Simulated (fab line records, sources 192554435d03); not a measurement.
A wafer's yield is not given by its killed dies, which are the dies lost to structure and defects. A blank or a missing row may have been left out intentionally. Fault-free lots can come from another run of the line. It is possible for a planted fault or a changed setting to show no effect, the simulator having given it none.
Lot-split experiment | flow n5 finfet | 7 lots, 21 wafers read, on a route of 1938 steps

## SPLIT DETAILS
At N5_BEOL_M7_HM_DEP_02 (deposits TiN, target thk 20 nm), the setting target thk a was moved away from the recipe's 200 angstrom on 9 of the 21 wafers read, by -12.2% to +9.3%. This setting was run at the recipe's value on the other wafers.

## FROM THE SPLIT TO THE READING: what the file shows between them, 8 steps
- N5_BEOL_M7_COAT_59: time 60 s, resist thk 100 nm
- N5_BEOL_M7_COAT_60: time 60 s, resist thk 35 nm
- N5_BEOL_M7_STRIP_68: strips in N2/H2
- N5_BEOL_M7_STRIP_67: strips in CF4
- N5_BEOL_M7_HM_OPEN_17: chemistry Cl2/BCl3, target TiN, target depth 20 nm, overetch 6 nm
- N5_BEOL_M7_STRIP_19: strips in O2
- N5_BEOL_M7_STRIP_76: strips in C4F6/O2
- N5_BEOL_M7_STRIP_36: strips in N2/H2

## THE READING
TiN_of_BEOL_M7_HM_DEP_02.thk nm (the simulator's own value, which no gauge read), in nm, at N5_BEOL_M7_TRENCH_ETCH_37 (etches SiCOH lowk in C4F6/O2, target depth 93.478 nm, time 31.2 s). No usual value for it is given in the file. The 12 wafers here that ran the recipe average 17.5 nm, standard deviation 0.25 nm.

wafer  | tool, chamber at the split | target thk a as run, angstrom | against the recipe | TiN_of_BEOL_M7_HM_DEP_02.thk nm, nm | against lot-mates on the recipe
L080.1 | pvd sputter-02, -          | 181.2                         | -9.4%              | 15.8                                | -2.0
L080.3 | pvd sputter-02, -          | 181.2                         | -9.4%              | 16                                  | -1.8
L080.6 | pvd sputter-02, -          | 200                           | recipe             | 17.8                                | -
L081.1 | pvd sputter-02, -          | 200                           | recipe             | 18                                  | -
L081.4 | pvd sputter-02, -          | 200                           | recipe             | 17.8                                | -
L081.6 | pvd sputter-02, -          | 200                           | recipe             | 17.8                                | -
L083.4 | pvd sputter-01, -          | 180.5                         | -9.8%              | 15.6                                | -1.8
L083.5 | pvd sputter-01, -          | 200                           | recipe             | 17.4                                | -
L083.6 | pvd sputter-01, -          | 180.5                         | -9.8%              | 15.2                                | -2.2
L082.2 | pvd sputter-02, -          | 186.4                         | -6.8%              | 15.8                                | no lot-mate on the recipe
L082.4 | pvd sputter-02, -          | 186.4                         | -6.8%              | 15.8                                | no lot-mate on the recipe
L082.5 | pvd sputter-02, -          | 186.4                         | -6.8%              | 15.8                                | no lot-mate on the recipe
L089.2 | pvd sputter-02, -          | 200                           | recipe             | 17.4                                | -
L089.4 | pvd sputter-02, -          | 200                           | recipe             | 17.4                                | -
L089.3 | pvd sputter-02, -          | 175.7                         | -12.2%             | 14.8                                | -2.6
L093.1 | pvd sputter-01, -          | 200                           | recipe             | 17.2                                | -
L093.4 | pvd sputter-01, -          | 200                           | recipe             | 17.4                                | -
L093.5 | pvd sputter-01, -          | 200                           | recipe             | 17.4                                | -
L094.2 | pvd sputter-01, -          | 200                           | recipe             | 17.4                                | -
L094.3 | pvd sputter-01, -          | 200                           | recipe             | 17.2                                | -
L094.6 | pvd sputter-01, -          | 218.6                         | +9.3%              | 19                                  | +1.7

THE FIT
A straight line over all 21 wafers: TiN_of_BEOL_M7_HM_DEP_02.thk nm changes by +0.202 nm for each +1% of target thk a; r = +0.97; the points scatter about the line by 0.28 nm.
The same after taking each lot's own level away (the mean of its wafers on the recipe; 18 wafers): +0.202 nm for each +1%; r = +0.99; scatter 0.12 nm.
That fit puts the effect of the largest move of target thk a on the reading at 2.5 nm.
The span of the lots' own levels, 17.30 to 17.87 nm, comes to 2.3 times the standard deviation stated above.
Consequently the slope shifts little with the lot-to-lot level, the two slopes agreeing.
Check: -2.43 nm against its lot-mates is what the line predicts for one of the wafers moved furthest among these (-12.2%) when that wafer is left out of the fit. Against them it came out at -2.6 nm.

## OTHER SPLITS ON THESE WAFERS
Note: prior to the reading, these wafers also went through further splits. Each is held against what the fit with the lots' levels taken away leaves over:
other split on the same wafers   | wafers away from the commonest value | r with TiN_of_BEOL_M7_HM_DEP_02.thk nm (lot level and that fit taken away)
N5_BEOL_M5_TRENCH_ETCH_37 bias w | 5                                    | -0.12
N5_BEOL_M6_TRENCH_ETCH_37 time s | 8                                    | -0.19
N5_BEOL_M7_PECVD_70 temp c       | 7                                    | -0.32

## THE WHOLE CHAIN: every reading that the file lists as answering this split, in the file's order
step                      | what it does                                                      | reading                                                                          | change (the file's fit)               | r (the file's)
N5_BEOL_M7_HM_DEP_02      | deposits TiN, target thk 20 nm                                    | TiN_of_BEOL_M7_HM_DEP_02.thk nm (the simulator's own value, which no gauge read) | +0.207 nm for each +1% of the setting | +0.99
N5_BEOL_M7_HM_OPEN_17     | chemistry Cl2/BCl3, target TiN, target depth 20 nm, overetch 6 nm | etch.depth nm (the simulator's own value, which no gauge read)                   | +0.204 nm for each +1% of the setting | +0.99
N5_BEOL_M7_TRENCH_ETCH_37 | etches SiCOH lowk in C4F6/O2, target depth 93.478 nm, time 31.2 s | TiN_of_BEOL_M7_HM_DEP_02.thk nm (the simulator's own value, which no gauge read) | +0.203 nm for each +1% of the setting | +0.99

## FILE'S OWN FIT
TiN_of_BEOL_M7_HM_DEP_02.thk nm changes by +0.203 nm for each +1% of target thk a, r = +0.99.
